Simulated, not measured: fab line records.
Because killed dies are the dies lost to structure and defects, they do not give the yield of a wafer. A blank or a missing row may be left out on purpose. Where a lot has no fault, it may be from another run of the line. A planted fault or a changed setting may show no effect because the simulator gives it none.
Check for tools in common | flow n5_finfet | Sample size 10 lots and 29 wafers

## WHAT PROMPTED THE OPENING
Flagged at N5_BEOL_M0_CUTY_CD_MEAS_57: reading cd_nm, on 1 of 10 lots. No-fault wafers: 200.2 nm, standard deviation 1.
Rule: flag the lot when none of its wafers has a number, or when each of its wafers that has one lies beyond 4 standard deviations from that mean. All remaining lots are regarded as sound.

lot  | measured     | on        | cd_nm (nm), wafer by wafer | flag
L927 | day 5 16:04  | cd_sem-02 | 200.1 200.6                |
L929 | day 6 04:24  | cd_sem-03 | 200.4 200.6 200.6          |
L931 | day 6 18:32  | cd_sem-01 | 200.6 200.9 200.2          |
L934 | day 7 13:28  | cd_sem-03 | 201.0 201.5 200.6          |
L933 | day 7 18:49  | cd_sem-01 | 199.8 199.8 201.1          |
L935 | day 7 23:23  | cd_sem-03 | 199.2 200.7 200.1          |
L937 | day 8 10:15  | cd_sem-03 | 200.1 199.2 201.2          |
L938 | day 8 18:25  | cd_sem-02 | 200.9 201.0 199.0          |
L944 | day 10 01:48 | cd_sem-02 | 146.2 187.6 148.5          | FLAGGED
L950 | day 11 14:17 | cd_sem-02 | 202.6 200.9 202.6          |
The numbers of the flagged lots are 160.8 nm on average: -39.4 nm against the usual, or -39 standard deviations.

## WHICH TOOL EACH LOT WENT THROUGH
The record keeps 1 process step preceding the reading, out of 1938 steps on the route. Every cell lists first the tool, next ch and the chambers used by the sampled wafers, and last the start.
lot  | flag    | N5_BEOL_M0_CUTY_EXPOSE_54
L927 |         | arfi_scanner-01 ch 0, day 5 15:58
L929 |         | arfi_scanner-01 ch 0, day 6 04:17
L931 |         | arfi_scanner-01 ch 0, day 6 18:25
L934 |         | arfi_scanner-01 ch 0, day 7 13:20
L933 |         | arfi_scanner-02 ch 0, day 7 18:42
L935 |         | arfi_scanner-03 ch 0, day 7 23:16
L937 |         | arfi_scanner-01 ch 0, day 8 10:08
L938 |         | arfi_scanner-02 ch 0, day 8 18:17
L944 | FLAGGED | arfi_scanner-02 ch 0, day 10 01:41
L950 |         | arfi_scanner-01 ch 0, day 11 14:10
What is done by these steps:
- N5_BEOL_M0_CUTY_EXPOSE_54: exposes mask M0 ABLK.
- N5_BEOL_M0_CUTY_CD_MEAS_57: target cd 200 nm.

## FLAGGED OVER TOTAL, TOOL BY TOOL (the gauges that took the reading come last)
step                       | tool            | lots run | flagged | share of the flagged lots | sound lots run after its first flagged lot
N5_BEOL_M0_CUTY_EXPOSE_54  | arfi_scanner-01 | 6        | 0       | none                      | -
N5_BEOL_M0_CUTY_EXPOSE_54  | arfi_scanner-02 | 3        | 1       | all                       | 0
N5_BEOL_M0_CUTY_EXPOSE_54  | arfi_scanner-03 | 1        | 0       | none                      | -
N5_BEOL_M0_CUTY_CD_MEAS_57 | cd_sem-01       | 2        | 0       | none                      | -
N5_BEOL_M0_CUTY_CD_MEAS_57 | cd_sem-02       | 4        | 1       | all                       | 1 (L950)
N5_BEOL_M0_CUTY_CD_MEAS_57 | cd_sem-03       | 4        | 0       | none                      | -

## THE TABLE: WHAT IT ALLOWS
In 2 table rows, all flagged lots were run: arfi_scanner-02 (N5_BEOL_M0_CUTY_EXPOSE_54), cd_sem-02 (N5_BEOL_M0_CUTY_CD_MEAS_57).
- arfi_scanner-02 at N5_BEOL_M0_CUTY_EXPOSE_54 ran 3 lots, 1 of them flagged. It ran its last sound lot, L938, at day 8 18:17 and its first flagged lot, L944, at day 10 01:41: a fault with its onset between the two fits. Its own readings (exposure_dose_mJ_cm2) fall more than 4 standard deviations out on all wafers of the flagged lots.
- cd_sem-02 at N5_BEOL_M0_CUTY_CD_MEAS_57 ran 4 lots, 1 of them flagged. Lots that were sound ran on it after the first flagged one (L950); a persistent fault on the entire tool would not allow that.
What remains is a single tool, arfi_scanner-02 at N5_BEOL_M0_CUTY_EXPOSE_54.

## WHAT THE SIMULATOR HAD PUT IN
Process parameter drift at N5_BEOL_M0_CUTY_EXPOSE_54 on arfi_scanner-02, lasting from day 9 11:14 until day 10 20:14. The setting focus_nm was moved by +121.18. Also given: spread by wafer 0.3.
Lots struck among those shown: L944. The rule above found the same.
